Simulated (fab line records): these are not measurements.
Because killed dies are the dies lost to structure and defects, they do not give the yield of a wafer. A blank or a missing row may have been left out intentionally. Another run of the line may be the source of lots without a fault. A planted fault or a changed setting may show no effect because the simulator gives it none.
Comparing a struck lot with a sound one | flow n5_finfet | 37 out of 1938 route steps
Sound: these wafers, L351.2, L351.5, L351.6. Struck: wafers L352.3, L352.4. (L352.6 of the same lot was not struck and is left out.) The cause comes at the end.
Each step with rows lists, per side, the tool, then ch with its chambers, then its first start. Under that, the readings that differ: sound wafers | struck wafers | difference of the means | sigmas: that difference in standard deviations of wafers without a fault.
alike: words and numbers the same on both sides, and readings whose means are apart by under 2 such deviations; not compared: readings that were withheld, readings missing a value for some wafer, numbers with overlapping values and no deviation given by the record, and bounds like >300 which may hide the same value.
A row with sigmas, a row that says differs or no value, or rows on one side alone: a step with any of these is where the two part. Numbers that don't overlap but have no deviation are shown without sigmas and don't part them. Lack of a reading on every wafer of one side parts them only where that side has two or more wafers.

first, 8 steps without rows for these wafers: N5_BEOL_M7_SPUTTER_48 (material Cu, target thk 10 nm, time 1.667 s); N5_BEOL_M7_ECD_50 (material Cu, target thk 300 nm); N5_BEOL_M7_ANNEAL_51 (time 90 s); N5_BEOL_M7_CMP_52 (polishes, stops on SiCOH lowk, t overpolish 6.9 s, target thk 80 nm); N5_BEOL_M7_PRE_CLEAN_55 (time 15 s); N5_BEOL_M7_DEP_56 (deposits SiCN from 3MS/NH3, target thk 10 nm, time 17.5 s); N5_BEOL_M8_ILD_DEP_00 (deposits SiCOH lowk from DEMS/porogen, target thk 179.75 nm, time 33.4 s); N5_BEOL_M8_CURE_74 (cures SiCOH lowk, time 240 s).
N5_BEOL_M8_PECVD_70: deposits SiO2 from TEOS/O2, target thk 20 nm, time 22.7 s.
  sound on pecvd-03 ch 0,1, day 11 08:07; struck on pecvd-01 ch 0, day 11 12:16
  reading                                    | sound                | struck        | difference | sigmas
  heater_power_outer_w (W)                   | 470 384 454          | 169 172       | -266       | -6
  heater_power_w (W)                         | 729 638 711          | 353 349       | -342       | -5
  susceptor_temp_C (C)                       | 399.71 399.53 399.94 | 332.50 331.98 | -67.49     | -99 or more
  model.SiO2_of_BEOL_M8_PECVD_70.thk_nm (nm) | 20.2 19.8 20.6       | 27 27.2       | +7         |
  alike: rf_fwd_power_W, showerhead_plenum_p_Torr, throttle_valve_pct
  not compared: since_wet_clean_h
then, 25 steps without rows for these wafers: N5_BEOL_M8_HM_DEP_02 (deposits TiN, target thk 20 nm); N5_BEOL_M8_COAT_59 (time 60 s, resist thk 100 nm); N5_BEOL_M8_COAT_60 (time 60 s, resist thk 35 nm); N5_BEOL_M8_COAT_05 (resist thk 90 nm); N5_BEOL_M8_EBR_07; N5_BEOL_M8_SOFTBAKE_06 (time 60 s); N5_BEOL_M8_EXPOSE_08 (exposes mask M8); N5_BEOL_M8_PEB_09 (peb time 60 s); N5_BEOL_M8_DEVELOP_10 (develop time 30 s); N5_BEOL_M8_DESCUM_16 (chemistry O2, time 7.9 s); N5_BEOL_M8_ETCH_61 (etches SiARC in CF4, target depth 45.5 nm, time 75.8 s); N5_BEOL_M8_ETCH_62 (etches SOC in N2/H2, target depth 110 nm, overetch 22 nm, time 165 s); N5_BEOL_M8_STRIP_68 (strips in N2/H2); N5_BEOL_M8_STRIP_67 (strips in CF4); N5_BEOL_M8_HM_OPEN_17 (chemistry Cl2/BCl3, target TiN, target depth 20 nm, overetch 6 nm); N5_BEOL_M8_STRIP_19 (strips in O2); N5_BEOL_M8_COAT_63 (time 60 s, resist thk 60 nm); N5_BEOL_M8_COAT_64 (time 60 s, resist thk 12 nm); N5_BEOL_M8_COAT_71 (time 60 s, resist thk 5 nm); N5_BEOL_M8_COAT_22 (resist thk 30 nm); N5_BEOL_M8_EBR_24; N5_BEOL_M8_SOFTBAKE_23 (time 60 s); N5_BEOL_M8_EXPOSE_25 (exposes mask V7, target cd 40 nm); N5_BEOL_M8_PEB_26 (peb time 60 s); N5_BEOL_M8_DEVELOP_27 (develop time 30 s).
N5_BEOL_M8_HM_STRIP_39: strips TiN in peroxide tin strip, target depth 25 nm, time 158 s.
  sound on wet_bench-02 ch 1,3,5, day 11 13:45; struck on wet_bench-02 ch 5,7, day 11 18:11
  reading                                    | sound        | struck    | difference | sigmas
  model.SiO2_of_BEOL_M8_PECVD_70.thk_nm (nm) | 20 19.6 20.4 | 26.8 27.2 | +7.0       |
N5_BEOL_M8_CMP_52: polishes, stops on SiCOH lowk, t overpolish 6.9 s, target thk 80 nm.
  sound on cmp-03 ch 0,1, day 11 19:48; struck on cmp-03 ch 1,2, day 11 20:26
  reading                      | sound          | struck    | difference | sigmas
  barrier_field_endpoint_s (s) | 28.5 28.9 29.0 | 37.7 36.6 | +8.4       | +9
  alike: edge_zone_pressure_frac, motor_current_A, slurry_flow_ml_min
-- here the record skips 3 days between the struck wafers' starts before and after, leaving off in module BEOL_M8 and picking up in module PASSIVATION (first step shown: number 1936 of the route) --
N5_PASSIVATION_PROBE_49:
  struck on prober-02, day 14 13:50; sound on prober-01, day 14 15:29
  alike: defect_limited_yield, killed_at_M0_to_M3, killed_at_M4_up, killed_at_contacts, killed_at_front_end, killed_at_other, killed_dies, killed_open, killed_short, sort_bin_5_function, sort_bin_6_memory, sort_n_pass, sort_yield_pct

## WHERE THEY PART
Last at N5_BEOL_M8_CMP_52 as far as this record goes, first at N5_BEOL_M8_PECVD_70. Later steps at which nothing parts them and some readings are alike: N5_PASSIVATION_PROBE_49.

WHY: what had been put in by the simulator
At N5_BEOL_M8_PECVD_70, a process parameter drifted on pecvd-01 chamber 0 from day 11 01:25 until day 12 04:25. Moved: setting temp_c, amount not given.
